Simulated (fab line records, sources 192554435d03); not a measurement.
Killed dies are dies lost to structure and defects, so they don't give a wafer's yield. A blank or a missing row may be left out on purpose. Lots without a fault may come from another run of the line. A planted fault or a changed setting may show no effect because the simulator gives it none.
Chamber matching | flow n5_finfet | N5_BEOL_M1_DEP_57 on pecvd-03: 3 sister chambers
The step deposits SiCN from 3MS/NH3, target thk 8 nm, time 14 s. 18 wafers are shown with their chamber, then 9 later ones without.

WAFERS WITH THEIR CHAMBER
wafer  | chamber | throttle_valve_pct (%) | showerhead_plenum_p_Torr (Torr)
L075.1 | 0       | 9.9                    | 3.673
L075.4 | 0       | 9.6                    | 3.666
L075.5 | 1       | 8.8                    | 3.663
L081.2 | 1       | 8.8                    | 3.650
L081.3 | 2       | 8.1                    | 3.667
L081.5 | 2       | 7.9                    | 3.672
L082.1 | 2       | 8.1                    | 3.680
L082.4 | 2       | 8.1                    | 3.674
L082.6 | 0       | 9.8                    | 3.660
L085.1 | 0       | 9.8                    | 3.661
L085.3 | 1       | 8.7                    | 3.644
L085.6 | 1       | 8.7                    | 3.654
L087.3 | 1       | 9.0                    | 3.655
L087.4 | 0       | 9.5                    | 3.663
L087.5 | 2       | 8.0                    | 3.669
L088.3 | 2       | 8.1                    | 3.663
L088.5 | 0       | 9.9                    | 3.665
L088.6 | 1       | 8.7                    | 3.649

SIGNATURES (means of the wafers above)
reading                  | chamber 0 | chamber 1 | chamber 2 | scatter within a chamber
throttle_valve_pct       | 9.750     | 8.783     | 8.050     | 0.126
showerhead_plenum_p_Torr | 3.66467   | 3.65250   | 3.67083   | 0.00574
Rule: a wafer's distance from a chamber is the root of the sum, over the readings, of the square of ((its reading less the chamber's mean) divided by the reading's scatter). The wafer belongs to the nearest chamber; if the next one is less than 2 further off, it can't be placed. The scatter: the root of (the sum of the squares of (reading less its chamber's mean) over the shown wafers, divided by (wafers less chambers)).

WAFERS WITHOUT THEIR CHAMBER
wafer  | throttle_valve_pct (%) | showerhead_plenum_p_Torr (Torr)
L090.1 | 8.6                    | 3.659
L090.2 | 7.9                    | 3.666
L090.6 | 8.2                    | 3.667
L091.3 | 9.6                    | 3.666
L091.4 | 9.4                    | 3.672
L091.5 | 8.6                    | 3.651
L096.1 | 8.8                    | 3.656
L096.2 | 8.2                    | 3.672
L096.4 | 9.0                    | 3.652

WHICH CHAMBER EACH WENT THROUGH
wafer  | from the rows above | in truth
L090.1 | 1                   | 1
L090.2 | 2                   | 2
L090.6 | 2                   | 2
L091.3 | 0                   | 0
L091.4 | 0                   | 0
L091.5 | 1                   | 1
L096.1 | 1                   | 1
L096.2 | 2                   | 2
L096.4 | 1                   | 1
Placed correctly: 9 of 9. Can't be placed from these rows: 0. Placed wrongly: 0.
